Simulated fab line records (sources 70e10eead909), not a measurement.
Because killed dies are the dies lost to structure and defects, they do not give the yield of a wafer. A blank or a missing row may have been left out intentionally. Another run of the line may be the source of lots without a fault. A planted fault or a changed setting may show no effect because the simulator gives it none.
One fault seen from 2 desks | flow nand_harc | every desk sees just its own numbers, and what lay behind them comes last

## FROM THE METROLOGY DESK
What the gauges read for every lot (on any tool): the sampled wafers with a number, averaged. If a lot's mean is further than 4 standard deviations from the usual mean, the lot is out of limits and carries the mark OUT (the distance appears in the brackets).
Columns: A = cd_nm at NHARC_THIN_TSV_CD_MEAS_12, usual 999.5 nm
lot  | first seen here | A
L386 | day 25 02:20    | 1000.5
L389 | day 25 04:44    | 998.9
L392 | day 26 18:22    | 998.0
L393 | day 26 19:32    | 998.6
L395 | day 27 08:05    | 999.1
L403 | day 30 15:45    | 1001.1
Finding of this desk: none of the 6 lots has anything out of limits.

## THE TOOL OWNER'S DESK: rie_diel-07
The tool's own readings at NHARC_THIN_TSV_ETCH_44 (etches the open film in CF4/O2, target depth 1594.2 nm, time 797.1 s): means of the sampled wafers that have a number, for each lot that ran on this tool. If a lot's mean is further than 4 standard deviations from the usual mean, the lot is out of limits and carries the mark OUT (the distance appears in the brackets).
Columns: A = bias_w at NHARC_THIN_TSV_ETCH_44, usual 800.1 W; B = drypump_motor_current_A at NHARC_THIN_TSV_ETCH_44, usual 5.7 A; C = oes_product_au at NHARC_THIN_TSV_ETCH_44, usual 0.996 a.u.; D = rf_fwd_power_W at NHARC_THIN_TSV_ETCH_44, usual 299.7 W; E = rf_vpp_V at NHARC_THIN_TSV_ETCH_44, usual 792 V; F = showerhead_plenum_p_Torr at NHARC_THIN_TSV_ETCH_44, usual 1.80 Torr; G = throttle_valve_pct at NHARC_THIN_TSV_ETCH_44, usual 16.914 %
lot  | first seen here | A     | B   | C               | D               | E   | F    | G
L389 | day 25 04:59    | 799.4 | 5.5 | 0.996           | 299.2           | 792 | 1.81 | 16.919
L392 | day 26 18:37    | 799.1 | 5.6 | 0.829 (-23) OUT | 219.6 (-86) OUT | 793 | 1.79 | 16.917
L395 | day 27 08:20    | 796.4 | 5.5 | 0.911 (-12) OUT | 259.8 (-43) OUT | 792 | 1.81 | 16.909
This desk finds L392, L395 out of limits, L392 being first, at day 26 18:37 (oes_product_au at NHARC_THIN_TSV_ETCH_44). In limits: L389.

## ALL TOGETHER
At day 26 18:37, on L392, L395, the tool owner's desk was in a position to raise an alarm.
Metrology desk: nothing out of limits seen.
The metrology desk holds a record of L392, L395, inside its limits.
On rie_diel-07, each named lot ran NHARC_THIN_TSV_ETCH_44.

## WHAT THE SIMULATOR HAD PUT IN
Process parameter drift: rie_diel-07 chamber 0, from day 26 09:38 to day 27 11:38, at NHARC_THIN_TSV_ETCH_44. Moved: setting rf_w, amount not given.
Struck lots among those shown: L392, L395.
Time in hours from fault onset to the first out-of-limits reading at each desk: the tool owner's desk, 9.
